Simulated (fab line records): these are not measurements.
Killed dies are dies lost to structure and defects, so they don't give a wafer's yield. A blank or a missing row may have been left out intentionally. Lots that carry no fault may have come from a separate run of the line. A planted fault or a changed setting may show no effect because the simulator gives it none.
Split-lot study + flow n5_finfet + route with 1938 steps; 7 lots, 39 wafers read

THE SPLIT ITSELF
At N5_BEOL_M0_SAQP_PECVD_04 (deposits a-Si from SiH4/He, target thk 60 nm, time 60.2 s), the setting time_s was moved away from the recipe's 60.2 s on 12 of the 39 wafers read, by -23.7% to +44.3%. For the rest of the wafers, this setting stayed at what the recipe calls for.

FROM THE SPLIT TO THE READING: what the file shows between them, 5 steps
- N5_BEOL_M0_SAQP_THK_MEAS_05
- N5_BEOL_M0_SAQP_HM_DEP_111: deposits SiO2 from SiH4/N2O, target thk 12 nm, time 7.2 s
- N5_BEOL_M0_SAQP_COAT_81: time 60 s, resist thk 100 nm
- N5_BEOL_M0_SAQP_HM_OPEN_112: chemistry CHF3/O2, target SiO2, stops on a-Si, target depth 12 nm, time 13.5 s
- N5_BEOL_M0_SAQP_STRIP_113: strips in CHF3/O2

THE READING
oes_product_au, in a.u., at N5_BEOL_M0_SAQP_MANDREL_ETCH_20 (etches a-Si in HBr/Cl2, stops on SiNx, target depth 60 nm, bt time 10 s, time 30 s). A value of 0.775 a.u. with a standard deviation of 0.013 a.u. is what fault-free wafers of this fab line usually give.

| wafer  | tool, chamber at the split | time_s as run, s | against the recipe | oes_product_au, a.u. | against lot-mates on the recipe |
|--------|----------------------------|------------------|--------------------|----------------------|---------------------------------|
| L074.1 | pecvd-02, 0                | 60.2             | recipe             | 0.760                | -                               |
| L074.2 | pecvd-02, 1                | 60.2             | recipe             | 0.782                | -                               |
| L074.3 | pecvd-02, 2                | 86.89            | +44.3%             | 0.941                | +0.166                          |
| L074.4 | pecvd-02, 2                | 60.2             | recipe             | 0.782                | -                               |
| L074.5 | pecvd-02, 0                | 86.89            | +44.3%             | 0.963                | +0.188                          |
| L074.6 | pecvd-02, 1                | 86.89            | +44.3%             | 0.955                | +0.180                          |
| L075.1 | pecvd-03, 2,0              | 60.2             | recipe             | 0.748                | -                               |
| L075.2 | pecvd-03, 1                | 60.2             | recipe             | 0.776                | -                               |
| L075.3 | pecvd-03, 2,0              | 60.2             | recipe             | 0.778                | -                               |
| L075.4 | pecvd-03, 1                | 86.44            | +43.6%             | 0.969                | +0.202                          |
| L075.5 | pecvd-03, 2                | 86.44            | +43.6%             | 0.982                | +0.215                          |
| L075.6 | pecvd-03, 0                | 86.44            | +43.6%             | 0.950                | +0.183                          |
| L077.1 | pecvd-02, 1                | 60.2             | recipe             | 0.767                | -                               |
| L077.2 | pecvd-02, 0                | 81.25            | +35.0%             | 0.910                | +0.147                          |
| L077.3 | pecvd-02, 2                | 60.2             | recipe             | 0.748                | -                               |
| L077.4 | pecvd-02, 1                | 60.2             | recipe             | 0.774                | -                               |
| L077.5 | pecvd-02, 2                | 81.25            | +35.0%             | 0.909                | +0.146                          |
| L077.6 | pecvd-02, 0                | 81.25            | +35.0%             | 0.920                | +0.157                          |
| L078.1 | pecvd-04, 1                | 60.2             | recipe             | 0.786                | -                               |
| L078.2 | pecvd-04, 0                | 45.95            | -23.7%             | 0.672                | -0.119                          |
| L078.3 | pecvd-04, 2                | 60.2             | recipe             | 0.786                | -                               |
| L078.4 | pecvd-04, 0                | 60.2             | recipe             | 0.800                | -                               |
| L078.5 | pecvd-04, 2                | 45.95            | -23.7%             | 0.682                | -0.109                          |
| L078.6 | pecvd-04, 1                | 45.95            | -23.7%             | 0.669                | -0.122                          |
| L082.1 | pecvd-04, 2                | 60.2             | recipe             | 0.771                | -                               |
| L082.2 | pecvd-04, 1,0              | 60.2             | recipe             | 0.788                | -                               |
| L082.3 | pecvd-04, 1,0              | 60.2             | recipe             | 0.763                | -                               |
| L082.4 | pecvd-04, 2                | 60.2             | recipe             | 0.792                | -                               |
| L082.5 | pecvd-04, 0                | 60.2             | recipe             | 0.780                | -                               |
| L082.6 | pecvd-04, 1                | 60.2             | recipe             | 0.790                | -                               |
| L088.2 | pecvd-02, 1                | 60.2             | recipe             | 0.775                | -                               |
| L088.3 | pecvd-02, 0,1              | 60.2             | recipe             | 0.779                | -                               |
| L088.4 | pecvd-02, 0,1              | 60.2             | recipe             | 0.781                | -                               |
| L087.1 | pecvd-04, 0                | 60.2             | recipe             | 0.756                | -                               |
| L087.2 | pecvd-04, 2                | 60.2             | recipe             | 0.770                | -                               |
| L087.3 | pecvd-04, 0,2              | 60.2             | recipe             | 0.782                | -                               |
| L087.4 | pecvd-04, 0,2              | 60.2             | recipe             | 0.766                | -                               |
| L087.5 | pecvd-04, 0                | 60.2             | recipe             | 0.774                | -                               |
| L087.6 | pecvd-04, 2                | 60.2             | recipe             | 0.773                | -                               |
When a row names more than one chamber, that row covers several wafers, and the file does not tell which wafer ran in which chamber.

FIT RESULTS
A straight line over all 39 wafers: oes_product_au changes by +0.00416 a.u. for each +1% of time_s; r = +0.99; the points scatter about the line by 0.012 a.u.
The same after taking each lot's own level away (the mean of its wafers on the recipe; 39 wafers): +0.00439 a.u. for each +1%; r = +0.99; scatter 0.011 a.u.
That fit puts the effect of the largest move of time_s on the reading at 0.19 a.u.
The span of the lots' own levels, 0.7630 to 0.7907 a.u., comes to 2.1 times the standard deviation stated above.
The two slopes agree, so the slope changes little with the lot-to-lot level.
Check: with one of the wafers moved furthest among these (+44.3%) left out of the fit, the line predicts +0.196 a.u. for it against its lot-mates. Against them it came out at +0.166 a.u.

THE WHOLE CHAIN: every reading that the file lists as answering this split, in the file's order
| step                            | what it does                                                                       | reading                                                                               | change (the file's fit)                   | r (the file's) |
|---------------------------------|------------------------------------------------------------------------------------|---------------------------------------------------------------------------------------|-------------------------------------------|----------------|
| N5_BEOL_M0_SAQP_PECVD_04        | deposits a-Si from SiH4/He, target thk 60 nm, time 60.2 s                          | a-Si_of_BEOL_M0_SAQP_PECVD_04.thk_nm (the simulator's own value, which no gauge read) | +0.615 nm for each +1% of the setting     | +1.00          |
| N5_BEOL_M0_SAQP_THK_MEAS_05     |                                                                                    | thk_nm                                                                                | withheld for each +1% of the setting      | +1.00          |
| N5_BEOL_M0_SAQP_MANDREL_ETCH_20 | etches a-Si in HBr/Cl2, stops on SiNx, target depth 60 nm, bt time 10 s, time 30 s | oes_product_au                                                                        | +0.00435 a.u. for each +1% of the setting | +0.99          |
| N5_BEOL_M0_SAQP_MANDREL_ETCH_20 | etches a-Si in HBr/Cl2, stops on SiNx, target depth 60 nm, bt time 10 s, time 30 s | etch.depth_nm (the simulator's own value, which no gauge read)                        | +0.616 nm for each +1% of the setting     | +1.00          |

FILE'S OWN FIT
oes_product_au changes by +0.00435 a.u. for each +1% of time_s, r = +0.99.
